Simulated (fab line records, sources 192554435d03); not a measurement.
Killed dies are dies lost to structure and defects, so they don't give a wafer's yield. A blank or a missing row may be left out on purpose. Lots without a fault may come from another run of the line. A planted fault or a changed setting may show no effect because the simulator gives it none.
fab line records | flow n5_finfet
record lots=24 wafers=72 last_day=18
route steps=1938 shown BEOL_M13@1698 BEOL_M14@1732 BEOL_M15@1825 MIM_BOT_LITHO@1864
lots that met no fault: from a run of the same line without faults
start_h: hours from the record's first day to the start of the lot's first wafer shown | wait_h: hours since the lot's step before | " the same as in the row above | L1.1+2: a row that stands for several wafers | - no value, or no start given | * or withheld: withheld | < > ~ a bound
route shown NAME@n: a module of which the file shows steps, and the number in the route of the first | usual: mean/standard deviation of fault-free wafers | same: alike in all rows | chamber/n: place in a boat | sites: the reading at each site | _std_site: their standard deviation | _edge_site: outer sites' mean less inner sites' | radius_mm: how far each site lies from the wafer's centre | mask NAME#n: copy n | behind: the tool/chamber that last shaped the wafer | hold: why the lot was held/for how many hours/how that ended | device: the transistor (n, p or np) that didn't switch | end of line: the same wafers' tests at the end of the route | a step without rows: its recipe alone | killed: dies lost to structure and defects at the first sort, not the wafer's yield | map: a wafer's dies, x killed, . not, _ none there
set.NAME: the setting as run; set.NAME@STEP: as run at that earlier step | model.NAME: the simulator's own value behind a step, which no gauge read
steps of the route over a sample of lots; a table a step, a row a wafer
services: from which hour (start_h, from the record's first day; less than 0 if before it) a tool's chamber was out of use, for how many hours, and why
## steps
# step N5_BEOL_M13_OCD_MEAS_35
# usual trench_depth_nm=413/5.8
# columns lot.wafer tool chamber start_h wait_h trench_depth_nm
L074.3 ocd-01 - 279.80 0.0 424
L074.4 " - " " 413
L074.5 " - " " 408
L075.3 ocd-01 - 280.80 0.0 405
L075.4 " - " " 408
L075.6 " - " " 404
L076.1 ocd-02 - 283.88 0.0 410
L076.2 " - " " 423
L076.5 " - " " 412
L079.1 ocd-01 - 284.32 0.0 422
L079.3 " - " " 403
L079.5 " - " " 414
L082.1 ocd-02 - 294.33 0.0 409
L082.4 " - " " 405
L082.5 " - " " 419
L081.1 ocd-02 - 296.21 0.0 408
L081.3 " - " " 411
L081.6 " - " " 412
L077.1 ocd-02 - 297.19 0.0 414
L077.3 " - " " 424
L077.6 " - " " 425
L080.1 ocd-02 - 301.29 0.0 413
L080.4 " - " " 423
L080.5 " - " " 425
L078.1 ocd-01 - 320.74 0.0 415
L078.4 " - " " 414
L078.5 " - " " 416
L084.2 ocd-01 - 327.76 0.0 404
L084.5 " - " " 411
L084.6 " - " " 408
L083.3 ocd-02 - 330.41 0.0 413
L083.5 " - " " 412
L083.6 " - " " 423
L086.2 ocd-01 - 330.45 0.0 413
L086.3 " - " " 411
L086.6 " - " " 412
L085.2 ocd-02 - 330.95 0.0 411
L085.3 " - " " 421
L085.5 " - " " 410
L089.1 ocd-01 - 351.31 0.0 420
L089.3 " - " " 411
L089.5 " - " " 411
L088.1 ocd-02 - 352.52 0.0 410
L088.2 " - " " 410
L088.3 " - " " 421
L087.3 ocd-01 - 354.05 0.0 411
L087.4 " - " " 415
L087.5 " - " " 413
L090.1 ocd-01 - 360.10 0.0 403
L090.2 " - " " 418
L090.6 " - " " 416
L091.1 ocd-01 - 370.96 0.0 415
L091.4 " - " " 398
L091.5 " - " " 401
L092.2 ocd-02 - 374.69 0.0 412
L092.4 " - " " 413
L092.6 " - " " 410
L094.1 ocd-01 - 375.07 0.0 410
L094.2 " - " " 421
L094.4 " - " " 421
L093.2 ocd-01 - 377.85 0.0 417
L093.3 " - " " 415
L093.6 " - " " 401
L095.4 ocd-01 - 392.43 0.0 415
L095.5 " - " " 412
L095.6 " - " " 413
L096.1 ocd-02 - 400.21 0.0 416
L096.3 " - " " 410
L096.5 " - " " 415
L097.2 ocd-01 - 404.68 0.0 414
L097.3 " - " " 416
L097.6 " - " " 416
# step N5_BEOL_M13_STRIP_37
# recipe chemistry=N2/H2 power_w=1000 temp_c=250 h2_frac=0.65 overash_fraction=0.3 pressure_mtorr=withheld n2_flow_sccm=1750 h2_flow_sccm=3250
# usual drypump_motor_current_A=5.5/0.55 heater_power_w=337/10 oes_product_au=0.783/0.011
# columns lot.wafer tool chamber start_h wait_h drypump_motor_current_A heater_power_w oes_product_au rf_hours_counter_h
L074.3 plasma_asher-01 0 279.86 0.1 5.7 349 0.780 -
L074.4 " 1 " " 4.7 319 0.800 -
L074.5 " 1 " " 4.7 331 0.776 -
L075.3 plasma_asher-01 0 280.86 0.1 5.7 353 0.771 -
L075.4 " 1 " " 4.7 326 0.783 -
L075.6 " 1 " " 4.8 321 0.800 -
L076.1 plasma_asher-01 0 283.92 0.0 5.6 350 0.787 127
L076.2 " 1 " " 4.7 329 0.787 127
L076.5 " 0 " " 5.7 354 0.799 -
L079.1 plasma_asher-02 0 284.38 0.1 6.2 338 0.780 78
L079.3 " 0 " " 6.2 338 0.788 -
L079.5 " 0 " " 6.2 333 0.772 -
L082.1 plasma_asher-01 0 294.37 0.0 5.7 347 0.788 129
L082.4 " 1 " " 4.7 322 0.764 -
L082.5 " 0 " " 5.7 343 0.790 -
L081.1 plasma_asher-01 0 296.25 0.0 5.7 342 0.792 129
L081.3 " 1 " " 4.7 328 0.778 -
L081.6 " 0 " " 5.7 349 0.785 -
L077.1 plasma_asher-01 1 297.23 0.0 4.8 335 0.768 129
L077.3 " 1 " " 4.7 323 0.771 -
L077.6 " 1 " " 4.7 320 0.784 -
L080.1 plasma_asher-01 0 301.33 0.0 5.7 357 0.804 130
L080.4 " 1 " " 4.7 329 0.787 -
L080.5 " 1 " " 4.7 326 0.782 -
L078.1 plasma_asher-02 0 320.86 0.1 6.2 335 0.787 86
L078.4 " 0 " " 6.2 334 0.789 -
L078.5 " 0 " " 6.2 325 0.794 -
L084.2 plasma_asher-02 0 327.80 0.0 6.2 328 0.794 88
L084.5 " 1 " " 5.8 340 0.791 -
L084.6 " 0 " " 6.2 332 0.785 -
L083.3 plasma_asher-02 0 330.46 0.1 6.2 328 0.800 -
L083.5 " 0 " " 6.2 334 0.778 -
L083.6 " 1 " " 5.8 339 0.782 -
L086.2 plasma_asher-01 1 330.49 0.0 4.7 332 0.775 136
L086.3 " 0 " " 5.7 339 0.800 -
L086.6 " 1 " " 4.8 322 0.776 -
L085.2 plasma_asher-02 0 330.99 0.0 6.2 330 0.792 88
L085.3 " 0 " " 6.2 330 0.755 -
L085.5 " 1 " " 5.8 353 0.778 -
L089.1 plasma_asher-02 0 351.35 0.0 6.2 339 0.790 93
L089.3 " 0 " " 6.2 338 0.799 -
L089.5 " 0 " " 6.2 329 0.769 -
L088.1 plasma_asher-02 0 352.56 0.0 6.3 329 0.783 93
L088.2 " 1 " " 5.8 352 0.774 93
L088.3 " 0 " " 6.2 337 0.793 -
L087.3 plasma_asher-01 0 354.11 0.1 5.8 351 0.804 -
L087.4 " 1 " " 4.7 321 0.768 -
L087.5 " 0 " " 5.7 343 0.776 -
L090.1 plasma_asher-01 1 360.14 0.0 4.7 322 0.776 141
L090.2 " 0 " " 5.7 350 0.786 141
L090.6 " 0 " " 5.8 360 0.794 -
L091.1 plasma_asher-02 1 371.00 0.0 5.8 343 0.776 98
L091.4 " 0 " " 6.2 329 0.780 -
L091.5 " 0 " " 6.2 330 0.780 -
L092.2 plasma_asher-01 1 374.73 0.0 4.8 332 0.774 144
L092.4 " 0 " " 5.7 340 0.782 -
L092.6 " 1 " " 4.7 326 0.769 -
L094.1 plasma_asher-01 1 375.11 0.0 4.7 332 0.775 144
L094.2 " 0 " " 5.7 348 0.780 144
L094.4 " 1 " " 4.7 327 0.791 -
L093.2 plasma_asher-01 1 377.89 0.0 4.7 326 0.784 144
L093.3 " 1 " " 4.8 321 0.766 -
L093.6 " 0 " " 5.7 348 0.785 -
L095.4 plasma_asher-02 1 392.49 0.1 5.8 348 0.802 -
L095.5 " 0 " " 6.2 330 0.771 -
L095.6 " 1 " " 5.8 345 0.775 -
L096.1 plasma_asher-02 0 400.25 0.0 6.2 334 0.790 104
L096.3 " 1 " " 5.8 345 0.783 -
L096.5 " 0 " " 6.2 333 0.792 -
L097.2 plasma_asher-01 1 404.72 0.0 4.7 327 0.791 150
L097.3 " 1 " " 4.7 328 0.776 -
L097.6 " 0 " " 5.7 340 0.790 -
# step N5_BEOL_M14_STRIP_63
# recipe chemistry=O2 power_w=600 temp_c=60 pressure_mtorr=30 rf_frequency_hz=6e+07 bias_power_w=0 overash_fraction=0.3 o2_flow_sccm=225
# usual drypump_motor_current_A=5.7/0.42 oes_product_au=0.82/0.072 rf_vpp_V=3.6/0.87 showerhead_plenum_p_Torr=2.08/0.075 throttle_valve_pct=16.65/0.2
# columns lot.wafer tool chamber start_h wait_h drypump_motor_current_A oes_product_au rf_hours_counter_h rf_vpp_V showerhead_plenum_p_Torr throttle_valve_pct
L074.3 rie_diel-01 1 - - 6.3 0.88 35 3.8 2.06 16.54
L074.4 " 0 " " 4.9 0.92 9 2.7 2.05 16.67
L074.5 " 2 " " 5.8 0.84 - 4.1 2.06 16.84
L075.3 rie_diel-03 0 - - 5.2 0.69 222 5.0 1.98 16.67
L075.4 " 1 " " 5.9 0.87 50 1.7 2.15 16.35
L075.6 " 2 " " 5.7 0.91 - 2.2 2.25 16.67
L076.1 rie_diel-06 3 - - 6.0 0.95 10 2.7 2.08 16.68
L076.2 " 0 " " 5.7 0.75 156 3.2 1.99 16.36
L076.5 " 0 " " 5.8 0.75 - 4.2 1.99 16.38
L079.1 rie_diel-06 0 - - 5.8 0.74 156 3.2 1.99 16.38
L079.3 " 2 " " 4.9 0.86 80 4.1 2.12 16.83
L079.5 " 3 " " 6.0 0.95 - 4.2 2.08 16.70
L082.1 rie_diel-03 1 - - 5.9 0.85 56 4.0 2.15 16.37
L082.4 " 2 " " 5.8 0.92 23 3.5 2.25 16.69
L082.5 " 1 " " 5.9 0.84 - 4.5 2.15 16.40
L081.1 rie_diel-03 3 - - 5.8 0.76 138 2.8 2.12 16.96
L081.3 " 2 " " 5.9 0.91 23 3.1 2.25 16.69
L081.6 " 0 " " 5.2 0.68 - 3.3 1.97 16.67
L077.1 rie_diel-06 1 - - 5.8 0.94 3 3.3 2.05 16.46
L077.3 " 2 " " 4.9 0.85 87 2.7 2.11 16.87
L077.6 " 1 " " 5.7 0.96 - 4.6 2.05 16.44
L080.1 rie_diel-06 0 - - 5.8 0.75 166 5.0 1.99 16.40
L080.4 " 2 " " 4.9 0.84 91 3.6 2.11 16.85
L080.5 " 0 " " 5.8 0.75 - 3.7 1.99 16.37
L078.1 rie_diel-06 3 - - 6.0 0.91 26 5.8 2.08 16.76
L078.4 " 1 " " 5.7 0.92 12 3.0 2.05 16.47
L078.5 " 2 " " 4.9 0.83 - 3.5 2.11 16.88
L084.2 rie_diel-03 3 - - 5.8 0.76 149 3.3 2.12 16.99
L084.5 " 3 " " 5.8 0.74 - 5.2 2.12 16.99
L084.6 " 0 " " 5.2 0.67 - 4.0 1.97 16.68
L083.3 rie_diel-06 0 - - 5.8 0.74 175 4.0 1.98 16.39
L083.5 " 0 " " 5.8 0.74 - 3.8 1.98 16.38
L083.6 " 1 " " 5.8 0.92 - 5.3 2.05 16.45
L086.2 rie_diel-06 2 - - 4.9 0.83 102 3.1 2.11 16.87
L086.3 " 1 " " 5.8 0.91 17 5.1 2.05 16.49
L086.6 " 0 " " 5.7 0.72 - 3.7 1.98 16.40
L085.2 rie_diel-01 3 - - 6.1 0.79 132 3.8 2.02 16.38
L085.3 " 0 " " 4.9 0.87 29 2.6 2.05 16.73
L085.5 " 0 " " 4.8 0.88 - 4.4 2.05 16.72
L089.1 rie_diel-03 0 - - 5.2 0.67 249 3.2 1.97 16.72
L089.3 " 2 " " 5.8 0.89 44 3.6 2.24 16.72
L089.5 " 0 " " 5.2 0.67 - 3.6 1.97 16.67
L088.1 rie_diel-03 1 - - 5.9 0.83 78 2.9 2.14 16.41
L088.2 " 3 " " 5.8 0.76 158 2.9 2.11 17.00
L088.3 " 0 " " 5.2 0.66 249 3.4 1.97 16.70
L087.3 rie_diel-03 3 - - 5.8 0.74 160 4.5 2.11 16.99
L087.4 " 1 " " 5.8 0.83 - 2.1 2.14 16.40
L087.5 " 2 " " 5.8 0.88 - 4.2 2.24 16.73
L090.1 rie_diel-03 2 - - 5.8 0.87 46 3.1 2.24 16.68
L090.2 " 3 " " 5.8 0.73 161 2.9 2.11 16.98
L090.6 " 3 " " 5.8 0.74 - 4.5 2.11 17.00
L091.1 rie_diel-06 3 - - 6.0 0.87 45 4.2 2.07 16.81
L091.4 " 0 " " 5.7 0.73 191 1.5 1.98 16.45
L091.5 " 1 " " 5.7 0.86 - 4.3 2.04 16.55
L092.2 rie_diel-03 2 - - 5.8 0.87 56 1.8 2.23 16.74
L092.4 " 0 " " 5.2 0.96 3 4.1 2.23 16.23
L092.6 " 2 " " 5.9 0.86 - 2.5 2.23 16.73
L094.1 rie_diel-01 2 - - 5.8 0.81 95 5.7 2.05 16.89
L094.2 " 0 " " 4.9 0.86 37 4.3 2.04 16.73
L094.4 " 1 " " 6.3 0.82 65 3.6 2.05 16.62
L093.2 rie_diel-01 3 - - 6.1 0.76 141 3.9 2.02 16.37
L093.3 " 1 " " 6.3 0.82 66 3.1 2.05 16.60
L093.6 " 1 " " 6.4 0.84 - 3.8 2.05 16.61
L095.4 rie_diel-01 0 - - 4.8 0.85 43 2.6 2.04 16.74
L095.5 " 0 " " 4.8 0.85 - 4.4 2.04 16.74
L095.6 " 3 " " 6.1 0.77 - 3.0 2.01 16.40
L096.1 rie_diel-01 1 - - 6.3 0.83 75 3.7 2.04 16.62
L096.3 " 3 " " 6.1 0.76 149 3.4 2.01 16.44
L096.5 " 0 " " 4.8 0.84 - 3.5 2.04 16.76
L097.2 rie_diel-06 2 - - 4.9 0.80 128 3.4 2.10 16.92
L097.3 " 1 " " 5.8 0.85 43 4.9 2.04 16.54
L097.6 " 3 " " 6.0 0.86 - 2.4 2.07 16.82
# step N5_BEOL_M14_DEP_53
# recipe material=SiCN target_thk_a=500 temp_c=withheld precursor=3MS/NH3 pressure_torr=3 rf_w=675 time_s=17.8
# usual showerhead_plenum_p_Torr=4.164/0.024 throttle_valve_pct=17.9/0.56
# columns lot.wafer tool chamber start_h wait_h showerhead_plenum_p_Torr throttle_valve_pct
L074.3 pecvd-03 2 290.53 0.0 4.176 17.2
L074.4 " 1 " " 4.164 18.7
L074.5 " 2 " " 4.185 16.9
L075.3 pecvd-03 0 294.49 0.0 4.147 17.5
L075.4 " 0 " " 4.131 17.6
L075.6 " 2 " " 4.181 17.1
L076.1 pecvd-03 2 297.09 0.0 4.178 17.1
L076.2 " 1 " " 4.158 18.8
L076.5 " 0 " " 4.137 17.6
L079.1 pecvd-02 0 297.69 0.0 4.168 17.8
L079.3 " 2 " " 4.176 17.9
L079.5 " 2 " " 4.184 17.7
L082.1 pecvd-03 2 309.08 0.0 4.191 17.4
L082.4 " 1 " " 4.168 18.9
L082.5 " 2 " " 4.175 16.8
L077.1 pecvd-03 1 310.16 0.0 4.171 18.8
L077.3 " 1 " " 4.163 18.7
L077.6 " 2 " " 4.172 17.4
L081.1 pecvd-03 2 312.87 0.0 4.183 17.0
L081.3 " 0 " " 4.116 17.5
L081.6 " 2 " " 4.190 17.4
L080.1 pecvd-02 0 324.30 0.0 4.171 17.9
L080.4 " 1 " " 4.142 18.4
L080.5 " 0 " " 4.164 18.0
L078.1 pecvd-02 2 328.14 0.0 4.174 17.9
L078.4 " 1 " " 4.151 18.6
L078.5 " 2 " " 4.184 17.7
L084.2 pecvd-04 2 336.19 0.0 4.179 17.9
L084.5 " 2 " " 4.172 17.6
L084.6 " 1 " " 4.125 17.3
L083.3 pecvd-02 1 341.82 0.0 4.149 18.5
L083.5 " 2 " " 4.176 17.6
L083.6 " 0 " " 4.169 17.9
L086.2 pecvd-03 0 344.18 0.0 4.129 17.6
L086.3 " 1 " " 4.162 19.0
L086.6 " 2 " " 4.187 17.3
L085.2 pecvd-02 0 345.76 0.0 4.174 18.0
L085.3 " 1 " " 4.151 18.4
L085.5 " 2 " " 4.186 17.6
L089.1 pecvd-04 0 364.25 0.0 4.184 18.2
L089.3 " 1 " " 4.118 17.3
L089.5 " 0 " " 4.198 18.4
L088.1 pecvd-04 1 365.09 0.0 4.110 17.3
L088.2 " 2 " " 4.181 17.7
L088.3 " 0 " " 4.188 18.4
L087.3 pecvd-03 1 367.67 0.0 4.172 18.7
L087.4 " 0 " " 4.124 17.9
L087.5 " 1 " " 4.156 18.8
L090.1 pecvd-04 0 375.15 0.0 4.206 18.4
L090.2 " 1 " " 4.122 17.2
L090.6 " 1 " " 4.123 17.2
L091.1 pecvd-04 0 384.59 0.0 4.183 18.3
L091.4 " 2 " " 4.174 17.8
L091.5 " 0 " " 4.194 18.6
L092.2 pecvd-02 2 384.63 0.0 4.180 18.0
L092.4 " 2 " " 4.178 17.9
L092.6 " 1 " " 4.140 18.6
L094.1 pecvd-04 0 385.33 0.0 4.195 18.2
L094.2 " 2 " " 4.177 17.8
L094.4 " 1 " " 4.125 17.2
L093.2 pecvd-04 1 387.66 0.0 4.112 17.3
L093.3 " 0 " " 4.200 18.4
L093.6 " 1 " " 4.117 17.5
L095.4 pecvd-02 1 400.45 0.0 4.153 18.3
L095.5 " 2 " " 4.176 18.0
L095.6 " 0 " " 4.184 18.1
L096.1 pecvd-04 1 411.27 0.0 4.122 17.4
L096.3 " 0 " " 4.202 18.1
L096.5 " 1 " " 4.122 17.3
L097.2 pecvd-04 2 412.73 0.0 4.169 17.9
L097.3 " 1 " " 4.124 17.1
L097.6 " 1 " " 4.125 17.3
# step N5_BEOL_M15_THK_MEAS_50
# recipe thk_meas_gauge=xrf reads=Cu_of_BEOL_M15_ECD_47
# usual M15_THK=836/19
# columns lot.wafer tool chamber start_h wait_h M15_THK[nm]
L074.3 film_metro-01 - 301.00 - 852
L074.4 " - " " 838
L074.5 " - " " 840
L075.3 film_metro-02 - 303.16 - 836
L075.4 " - " " 870
L075.6 " - " " 840
L076.1 film_metro-02 - 303.43 - 848
L076.2 " - " " 851
L076.5 " - " " 855
L079.1 film_metro-01 - 306.17 - 813
L079.3 " - " " 794
L079.5 " - " " 785
L082.1 film_metro-02 - 317.41 - 806
L082.4 " - " " 802
L082.5 " - " " 832
L077.1 film_metro-01 - 319.16 - 855
L077.3 " - " " 809
L077.6 " - " " 819
L081.1 film_metro-02 - 319.74 - 859
L081.3 " - " " 851
L081.6 " - " " 808
L080.1 film_metro-02 - 329.66 - 834
L080.4 " - " " 838
L080.5 " - " " 841
L078.1 film_metro-02 - 341.77 - 844
L078.4 " - " " 835
L078.5 " - " " 857
L084.2 film_metro-02 - 342.31 - 825
L084.5 " - " " 851
L084.6 " - " " 863
L083.3 film_metro-01 - 349.12 - 842
L083.5 " - " " 786
L083.6 " - " " 809
L086.2 film_metro-02 - 351.92 - 860
L086.3 " - " " 845
L086.6 " - " " 831
L085.2 film_metro-01 - 352.20 - 816
L085.3 " - " " 849
L085.5 " - " " 843
L089.1 film_metro-02 - 371.42 - 798
L089.3 " - " " 857
L089.5 " - " " 802
L088.1 film_metro-02 - 372.18 - 851
L088.2 " - " " 829
L088.3 " - " " 852
L087.3 film_metro-02 - 374.70 - 840
L087.4 " - " " 873
L087.5 " - " " 860
L090.1 film_metro-01 - 380.96 - 840
L090.2 " - " " 787
L090.6 " - " " 832
L092.2 film_metro-02 - 393.15 - 858
L092.4 " - " " 847
L092.6 " - " " 861
L094.1 film_metro-02 - 393.49 - 846
L094.2 " - " " 835
L094.4 " - " " 853
L091.1 film_metro-01 - 393.51 - 837
L091.4 " - " " 819
L091.5 " - " " 818
L093.2 film_metro-02 - 396.79 - 845
L093.3 " - " " 834
L093.6 " - " " 834
L095.4 film_metro-02 - 406.78 - 876
L095.5 " - " " 857
L095.6 " - " " 831
L096.1 film_metro-02 - 420.77 - 844
L096.3 " - " " 826
L096.5 " - " " 820
L097.2 film_metro-01 - 421.17 - 832
L097.3 " - " " 843
L097.6 " - " " 822
# step N5_MIM_BOT_LITHO_INSPECT_12
# recipe mode=adi inspect_instrument=macro
# usual raw_defect_count=1.8/1.3
# columns lot.wafer tool chamber start_h wait_h raw_defect_count
L074.3 defect_inspect-02 - 306.56 0.0 1
L074.4 " - " " 1
L074.5 " - " " 2
L075.3 defect_inspect-02 - 309.57 0.0 5
L075.4 " - " " 2
L075.6 " - " " 2
L076.1 defect_inspect-01 - 309.80 0.0 0
L076.2 " - " " 1
L076.5 " - " " 0
L079.1 defect_inspect-02 - 311.43 0.0 3
L079.3 " - " " 1
L079.5 " - " " 2
L082.1 defect_inspect-02 - 321.37 0.0 1
L082.4 " - " " 4
L082.5 " - " " 2
L077.1 defect_inspect-02 - 324.76 0.0 0
L077.3 " - " " 1
L077.6 " - " " 1
L081.1 defect_inspect-02 - 325.07 0.0 3
L081.3 " - " " 1
L081.6 " - " " 3
L080.1 defect_inspect-01 - 334.98 0.0 3
L080.4 " - " " 2
L080.5 " - " " 2
L078.1 defect_inspect-01 - 345.78 0.0 3
L078.4 " - " " 3
L078.5 " - " " 2
L084.2 defect_inspect-02 - 345.81 0.0 0
L084.5 " - " " 1
L084.6 " - " " 3
L083.3 defect_inspect-02 - 352.73 0.0 3
L083.5 " - " " 2
L083.6 " - " " 1
L085.2 defect_inspect-02 - 358.08 0.0 3
L085.3 " - " " 1
L085.5 " - " " 5
L086.2 defect_inspect-01 - 358.37 0.0 1
L086.3 " - " " 1
L086.6 " - " " 3
L089.1 defect_inspect-01 - 377.72 0.0 0
L089.3 " - " " 1
L089.5 " - " " 1
L088.1 defect_inspect-01 - 379.92 0.0 3
L088.2 " - " " 3
L088.3 " - " " 1
L087.3 defect_inspect-01 - 383.57 0.0 1
L087.4 " - " " 2
L087.5 " - " " 1
L090.1 defect_inspect-02 - 385.44 0.0 1
L090.2 " - " " 3
L090.6 " - " " 1
L092.2 defect_inspect-01 - 399.99 0.0 3
L092.4 " - " " 5
L092.6 " - " " 3
L094.1 defect_inspect-01 - 400.20 0.0 2
L094.2 " - " " 2
L094.4 " - " " 2
L091.1 defect_inspect-01 - 400.36 0.0 4
L091.4 " - " " 1
L091.5 " - " " 2
L093.2 defect_inspect-02 - 403.45 0.0 1
L093.3 " - " " 3
L093.6 " - " " 2
L095.4 defect_inspect-02 - 412.03 0.0 0
L095.5 " - " " 0
L095.6 " - " " 3
L096.1 defect_inspect-02 - 424.54 0.0 2
L096.3 " - " " 5
L096.5 " - " " 1
L097.2 defect_inspect-02 - 426.59 0.0 0
L097.3 " - " " 1
L097.6 " - " " 3
## services
# columns tool chamber start_h hours kind
rie_diel-06 1 282.21 - clean
rie_diel-06 1 282.21 - consumable_replace:focus_ring
rie_diel-06 1 282.21 13.8 scheduled_down
rie_diel-06 1 282.21 13.8 vent_cycle
plasma_asher-01 - 290.59 3.1 repair
pecvd-02 1 295.80 5.9 repair
pecvd-03 2 302.47 2.1 scheduled_down
pecvd-03 0 306.33 5.5 scheduled_down
rie_diel-01 2 306.55 1.8 repair
pecvd-04 0 308.86 2.1 scheduled_down
rie_diel-01 - 317.64 2.8 pm
pecvd-03 - 352.80 0.8 pm
pecvd-04 - 357.00 0.6 repair
rie_diel-03 0 361.23 - clean
rie_diel-03 0 361.23 - consumable_replace:focus_ring
rie_diel-03 0 361.23 - consumable_replace:showerhead
rie_diel-03 0 361.23 14.1 scheduled_down
rie_diel-03 0 361.23 14.1 vent_cycle
pecvd-03 1 383.62 - clean
plasma_asher-01 - 393.48 2.8 pm
pecvd-03 - 397.30 2.8 pm
pecvd-04 2 407.05 2.1 scheduled_down
plasma_asher-01 - 407.84 0.6 repair
pecvd-04 - 409.16 0.5 repair
## key
fault none
